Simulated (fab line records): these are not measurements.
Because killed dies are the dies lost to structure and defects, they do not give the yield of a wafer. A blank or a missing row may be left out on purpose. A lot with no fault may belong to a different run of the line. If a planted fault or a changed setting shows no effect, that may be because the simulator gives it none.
Chamber matching || flow n5 finfet || N5_BEOL_M4_DESCUM_16 on rie diel-06: 4 sister chambers
The step chemistry O2, time 7 s. 4 wafers are shown with their chamber, then 10 later ones without.

WAFERS WITH THEIR CHAMBER
{"wafer": "L084.3", "chamber": 3, "drypump motor current A (A)": 4.9}
{"wafer": "L084.5", "chamber": 0, "drypump motor current A (A)": 6.8}
{"wafer": "L090.1", "chamber": 1, "drypump motor current A (A)": 5.7}
{"wafer": "L090.3", "chamber": 2, "drypump motor current A (A)": 5.9}

WAFERS WHOSE CHAMBER IS MISSING
{"wafer": "L090.6", "drypump motor current A (A)": 4.9}
{"wafer": "L091.4", "drypump motor current A (A)": 4.9}
{"wafer": "L091.5", "drypump motor current A (A)": 6.0}
{"wafer": "L091.6", "drypump motor current A (A)": 5.7}
{"wafer": "L094.2", "drypump motor current A (A)": 6.9}
{"wafer": "L094.3", "drypump motor current A (A)": 4.9}
{"wafer": "L094.4", "drypump motor current A (A)": 5.9}
{"wafer": "L095.1", "drypump motor current A (A)": 5.9}
{"wafer": "L095.3", "drypump motor current A (A)": 5.7}
{"wafer": "L095.4", "drypump motor current A (A)": 4.9}

EACH ONE'S CHAMBER
{"wafer": "L090.6", "from the rows above": 3, "in truth": 3}
{"wafer": "L091.4", "from the rows above": 3, "in truth": 3}
{"wafer": "L091.5", "from the rows above": 2, "in truth": 2}
{"wafer": "L091.6", "from the rows above": 1, "in truth": 1}
{"wafer": "L094.2", "from the rows above": 0, "in truth": 0}
{"wafer": "L094.3", "from the rows above": 3, "in truth": 3}
{"wafer": "L094.4", "from the rows above": 2, "in truth": 2}
{"wafer": "L095.1", "from the rows above": 2, "in truth": 2}
{"wafer": "L095.3", "from the rows above": 1, "in truth": 1}
{"wafer": "L095.4", "from the rows above": 3, "in truth": 3}
10 of 10 placed correctly. Left unplaced by these rows: 0. 0 placed wrongly.
How it was worked out, from the rows above alone: a wafer's distance from a chamber is the root of the sum, over the readings, of the square of ((its reading less the chamber's mean) divided by the reading's scatter). The wafer belongs to the nearest chamber; if the next one is less than 2 further off, it can't be placed. A chamber's mean is the mean of its shown wafers. The scatter: with one shown wafer a chamber, the root of the mean of the squares of how far each hidden wafer lies from its nearest shown one.
